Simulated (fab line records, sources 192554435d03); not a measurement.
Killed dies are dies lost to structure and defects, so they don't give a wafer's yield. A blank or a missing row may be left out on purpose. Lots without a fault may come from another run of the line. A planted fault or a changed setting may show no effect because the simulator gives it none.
Which tool did it? | flow n5_finfet | 10 lots, 30 wafers sampled, at 6 steps of a route of 1938

WHAT THE GAUGES READ, wafer by wafer
N5_BEOL_M4_RC_MEAS_101. Usual: DIBL_N 36.2 mV/V, standard deviation 2.4; DIBL_P 36.2 mV/V, standard deviation 2.6; IOFF_N 0.16 nA/um, standard deviation 0.045; IOFF_P 0.21 nA/um, standard deviation 0.046; ION_N 674 uA/um, standard deviation 17; ION_P 463 uA/um, standard deviation 11; SS_N 71.5 mV/dec, standard deviation 0.77; SS_P 73.1 mV/dec, standard deviation 0.76; VT_N 250 mV, standard deviation 3.9; VT_P -250 mV, standard deviation 3.9.
lot  | measured     | on        | DIBL_N (mV/V)  | DIBL_P (mV/V)  | IOFF_N (nA/um) | IOFF_P (nA/um) | ION_N (uA/um) | ION_P (uA/um) | SS_N (mV/dec)  | SS_P (mV/dec)  | VT_N (mV)   | VT_P (mV)      | flag
L194 | day 7 18:56  | prober-02 | 32.4 30.5 37.0 | 31.4 28.2 37.0 | 0.10 0.07 0.18 | 0.13 0.10 0.20 | 667 649 678   | 456 448 463   | 69.5 69.5 71.2 | 71.9 70.9 73.7 | 254 261 249 | -258 -261 -252 |
L193 | day 7 21:28  | prober-02 | 39.4 37.9 40.5 | 39.7 38.3 40.5 | 0.20 0.16 0.22 | 0.27 0.24 0.30 | 685 692 695   | 474 480 473   | 72.3 71.5 71.9 | 73.8 72.9 74.1 | 249 249 247 | -244 -249 -245 |
L195 | day 7 21:52  | prober-01 | 34.6 32.8 31.4 | 37.3 36.1 34.6 | 0.13 0.12 0.10 | 0.16 0.15 0.14 | 646 677 658   | 439 470 457   | 71.7 71.7 70.6 | 73.4 72.2 72.7 | 258 253 255 | -258 -257 -258 |
L197 | day 8 17:58  | prober-01 | 37.8 38.2 36.8 | 36.7 37.9 35.4 | 0.15 0.16 0.12 | 0.17 0.20 0.16 | 669 678 644   | 445 464 438   | 72.4 71.1 72.1 | 73.7 74.5 73.0 | 253 250 257 | -258 -256 -257 |
L202 | day 11 03:40 | prober-01 | 40.9 37.9 39.6 | 41.8 38.4 40.5 | 0.28 0.17 0.23 | 0.27 0.20 0.25 | 720 669 676   | 480 458 452   | 72.5 71.7 71.9 | 74.7 74.6 75.0 | 244 251 247 | -247 -252 -249 |
L203 | day 11 05:39 | prober-02 | 34.9 37.4 36.3 | 35.3 36.0 35.8 | 0.14 0.19 0.16 | 0.21 0.22 0.22 | 678 669 669   | 467 460 461   | 71.3 72.6 71.0 | 72.5 73.1 73.3 | 250 248 248 | -248 -251 -249 |
L207 | day 11 14:35 | prober-01 | 39.9 36.7 36.6 | 39.5 35.6 35.2 | 0.23 0.16 0.16 | 0.33 0.24 0.24 | 676 674 696   | 469 469 476   | 73.1 71.7 71.7 | 74.4 73.7 73.8 | 246 250 250 | -244 -247 -246 |
L208 | day 11 17:31 | prober-01 | 35.7 34.6 36.0 | 38.0 36.0 37.9 | 0.18 0.16 0.16 | 0.21 0.18 0.20 | 688 691 665   | 468 468 458   | 71.6 71.2 71.8 | 73.2 72.8 73.8 | 247 248 250 | -251 -252 -252 |
L210 | day 12 12:38 | prober-02 | 37.7 38.0 38.6 | 38.1 37.1 38.9 | 0.20 0.19 0.20 | 0.25 0.23 0.26 | 704 680 692   | 477 468 468   | 71.0 71.1 72.1 | 74.4 73.9 73.7 | 247 249 247 | -249 -250 -247 |
L214 | day 13 12:28 | prober-01 | 34.8 37.0 40.3 | 33.8 35.0 41.5 | 0.12 0.15 0.24 | 0.17 0.19 0.32 | 681 644 707   | 468 444 482   | 71.7 71.8 72.2 | 72.6 72.1 73.8 | 251 253 243 | -254 -253 -244 |

N5_PASSIVATION_OVL_MEAS_60. Usual: TV_OVL 2 nm, standard deviation 5.1.
lot  | measured     | on         | TV_OVL (nm) | flag
L194 | day 10 17:37 | overlay-02 | 2 2 5       |
L193 | day 11 04:14 | overlay-01 | 3 1 4       |
L195 | day 10 17:55 | overlay-02 | -1 0 2      |
L197 | day 12 04:00 | overlay-01 | 12 8 2      |
L202 | day 15 23:16 | overlay-01 | -1 -3 7     |
L203 | day 16 04:06 | overlay-01 | -10 4 -11   |
L207 | day 16 07:17 | overlay-01 | 4 3 0       |
L208 | day 16 20:46 | overlay-01 | 3 -1 -1     |
L210 | day 17 00:46 | overlay-01 | -2 3 4      |
L214 | day 17 15:28 | overlay-01 | 5 -2 5      |

N5_PASSIVATION_INSPECT_57: inspects for defects (macro). Usual: raw_defect_count 2.0, standard deviation 1.5.
lot  | measured     | on                | raw_defect_count | flag
L194 | day 11 01:56 | defect_inspect-02 | 1 1 1            |
L193 | day 11 13:59 | defect_inspect-02 | 0 1 3            |
L195 | day 11 03:28 | defect_inspect-01 | 4 1 2            |
L197 | day 12 12:10 | defect_inspect-02 | 3 1 3            |
L202 | day 16 06:46 | defect_inspect-02 | 0 1 0            |
L203 | day 16 11:55 | defect_inspect-01 | 1 0 2            |
L207 | day 16 17:00 | defect_inspect-02 | 1 3 1            |
L208 | day 17 04:24 | defect_inspect-01 | 0 0 4            |
L210 | day 17 08:19 | defect_inspect-01 | 1 3 0            |
L214 | day 18 00:19 | defect_inspect-02 | 7 2 3            |

WHICH TOOL RAN EACH LOT (tool, then ch and the chambers of the sampled wafers, then the start)
lot  | N5_PASSIVATION_PECVD_01         | N5_PASSIVATION_PASS_ETCH_47        | N5_PASSIVATION_PROBE_49
L194 | pecvd-01 ch 0,1,2, day 10 15:49 | rie_diel-04 ch 2,3, day 10 22:32   | -
L193 | pecvd-03 ch 0,1,2, day 11 00:50 | rie_diel-05 ch 1,2,3, day 11 10:07 | -
L195 | pecvd-03 ch 0,1, day 10 17:17   | rie_diel-03 ch 0,3, day 11 00:01   | -
L197 | pecvd-01 ch 0,2, day 12 01:58   | rie_diel-03 ch 0,2, day 12 07:34   | prober-01, day 12 11:51
L202 | pecvd-03 ch 0,1,2, day 15 21:13 | rie_diel-05 ch 2,3, day 16 03:24   | -
L203 | pecvd-01 ch 0,1, day 16 01:34   | rie_diel-03 ch 1,2,3, day 16 07:59 | prober-01, day 16 11:34
L207 | pecvd-01 ch 0,1,2, day 16 02:10 | rie_diel-05 ch 0,2,3, day 16 13:37 | prober-01, day 16 16:44
L208 | pecvd-03 ch 0,1,2, day 16 20:10 | rie_diel-04 ch 0,1,2, day 17 00:37 | prober-02, day 17 04:08
L210 | pecvd-01 ch 0,1,2, day 17 00:22 | rie_diel-03 ch 0,1,3, day 17 04:57 | prober-01, day 17 07:58
L214 | pecvd-03 ch 0,1,2, day 17 12:29 | rie_diel-03 ch 0,2,3, day 17 19:08 | -
- N5_PASSIVATION_PECVD_01: deposits SiNx from SiH4/NH3/N2, target thk 200 nm, time 43.2 s.
- N5_PASSIVATION_PASS_ETCH_47: etches SiNx in CF4/O2, target depth 770 nm, time 385 s.
- N5_PASSIVATION_PROBE_49

WHAT THE TOOLS THEMSELVES READ (means of the sampled wafers that have a number; where no wafer has one, the mark that the record gives instead)
N5_PASSIVATION_PECVD_01. Usual: heater_power_w 352 W, standard deviation 67; showerhead_plenum_p_Torr 8.62 Torr, standard deviation 0.085; throttle_valve_pct 28.2 %, standard deviation 1.5.
lot  | tool     | heater_power_w (W) | showerhead_plenum_p_Torr (Torr) | throttle_valve_pct (%) | flag
L194 | pecvd-01 | 318                | 8.61                            | 28.2                   |
L193 | pecvd-03 | 373                | 8.61                            | 28.2                   |
L195 | pecvd-03 | 357                | 8.54                            | 29.1                   |
L197 | pecvd-01 | 301                | 8.66                            | 27.0                   |
L202 | pecvd-03 | 382                | 8.60                            | 27.5                   |
L203 | pecvd-01 | 320                | 8.61                            | 29.1                   |
L207 | pecvd-01 | 289                | 8.61                            | 28.6                   |
L208 | pecvd-03 | 355                | 8.60                            | 27.5                   |
L210 | pecvd-01 | 333                | 8.59                            | 28.6                   |
L214 | pecvd-03 | 368                | 8.61                            | 27.5                   |

N5_PASSIVATION_PASS_ETCH_47. Usual: drypump_motor_current_A 5.83 A, standard deviation 0.29; oes_product_au 0.81 a.u., standard deviation 0.073; rf_vpp_V 242 V, standard deviation 8.2; showerhead_plenum_p_Torr 2.20 Torr, standard deviation 0.067; throttle_valve_pct 15.81 %, standard deviation 0.27.
lot  | tool        | drypump_motor_current_A (A) | oes_product_au (a.u.) | rf_vpp_V (V) | showerhead_plenum_p_Torr (Torr) | throttle_valve_pct (%) | flag
L194 | rie_diel-04 | 6.06                        | 0.85                  | 235          | 2.15                            | 15.71                  |
L193 | rie_diel-05 | 5.78                        | 0.79                  | 252          | 2.23                            | 15.80                  |
L195 | rie_diel-03 | 5.55                        | 0.87                  | 244          | 2.23                            | 15.65                  |
L197 | rie_diel-03 | 5.98                        | 0.83                  | 247          | 2.29                            | 16.05                  |
L202 | rie_diel-05 | 6.03                        | 0.78                  | 245          | 2.20                            | 15.81                  |
L203 | rie_diel-03 | 5.81                        | 0.79                  | 245          | 2.22                            | 16.04                  |
L207 | rie_diel-05 | 5.87                        | 0.81                  | 244          | 2.18                            | 15.77                  |
L208 | rie_diel-04 | 5.73                        | 0.90                  | 236          | 2.26                            | 15.47                  |
L210 | rie_diel-03 | 5.63                        | 0.81                  | 246          | 2.20                            | 15.84                  |
L214 | rie_diel-03 | 5.71                        | 0.78                  | 244          | 2.24                            | 15.96                  |

N5_PASSIVATION_PROBE_49. Usual: defect_limited_yield 91.2 %, standard deviation 1.4; killed_at_M0_to_M3 33, standard deviation 9.5; killed_at_M4_up 13, standard deviation 4.7; killed_at_contacts 11, standard deviation 5.3; killed_at_front_end 42, standard deviation 12; killed_at_other 5, standard deviation 3.3; killed_dies 104, standard deviation 17; killed_on_rim 14, standard deviation 4; killed_open 67, standard deviation 12; killed_short 33, standard deviation 7.7; sort_bin_4_leakage 0.01 %, standard deviation 0.058; sort_bin_5_function 5.1 %, standard deviation 0.94; sort_bin_6_memory 3.3 %, standard deviation 0.67; sort_bin_8_speed 0.1 %, standard deviation 1.3; sort_n_pass 1074, standard deviation 24; sort_yield_pct 91.1 %, standard deviation 2.
lot  | tool      | defect_limited_yield (%) | killed_at_M0_to_M3 | killed_at_M4_up | killed_at_contacts | killed_at_front_end | killed_at_other | killed_dies | killed_on_rim | killed_open | killed_short | sort_bin_4_leakage (%) | sort_bin_5_function (%) | sort_bin_6_memory (%) | sort_bin_8_speed (%) | sort_n_pass | sort_yield_pct (%) | flag
L197 | prober-01 | 91.8                     | 29                 | 10              | 6                  | 48                  | 4               | 96          | 13            | 62          | 30           | 0.00                   | 4.3                     | 3.3                   | 0.1                  | 1082        | 91.7               |
L203 | prober-01 | 90.2                     | 32                 | 19              | 10                 | 50                  | 5               | 116         | 16            | 73          | 38           | 0.00                   | 5.7                     | 3.6                   | 0.0                  | 1064        | 90.2               |
L207 | prober-01 | 81.4                     | 45                 | 21              | 12                 | 33                  | 108             | 219         | 60            | 72          | 37           | 0.00                   | 5.7                     | 3.2                   | 0.0                  | 961         | 81.4               | OFF
L208 | prober-02 | 92.1                     | 34                 | 14              | 10                 | 29                  | 6               | 93          | 13            | 61          | 30           | 0.00                   | 4.8                     | 2.9                   | 0.0                  | 1087        | 92.1               |
L210 | prober-01 | 84.0                     | 33                 | 13              | 13                 | 43                  | 87              | 189         | 60            | 68          | 39           | 0.00                   | 5.3                     | 3.4                   | 0.0                  | 991         | 84.0               | OFF

THE ANSWER, worked out from the rows above alone
Rule: a lot is off if the mean of its wafers that have a number lies more than 3 standard deviations from the usual mean. A lot without any number at a reading at which 4 lots or more have one is off too. The other lots that the step has rows for count as sound. The gauges are gone through in route order, then the tools' own readings, and for those a lot's mean is taken as printed above. The first step at which some lot is off is used, and at that step the reading that is off furthest; a lot without a number counts as furthest.
Off: L207, L210, at N5_PASSIVATION_PROBE_49 (killed_at_other). Neither off nor sound, because the step has no rows for them: L194, L193, L195, L202, L214.
A tool fits if, at that step or a process step before it, it ran every lot that is off, and no sound lot after the first of them. Can't be told from this: 2 tools fit, pecvd-01 at N5_PASSIVATION_PECVD_01, prober-01 at N5_PASSIVATION_PROBE_49.

WHAT THE SIMULATOR HAD PUT IN
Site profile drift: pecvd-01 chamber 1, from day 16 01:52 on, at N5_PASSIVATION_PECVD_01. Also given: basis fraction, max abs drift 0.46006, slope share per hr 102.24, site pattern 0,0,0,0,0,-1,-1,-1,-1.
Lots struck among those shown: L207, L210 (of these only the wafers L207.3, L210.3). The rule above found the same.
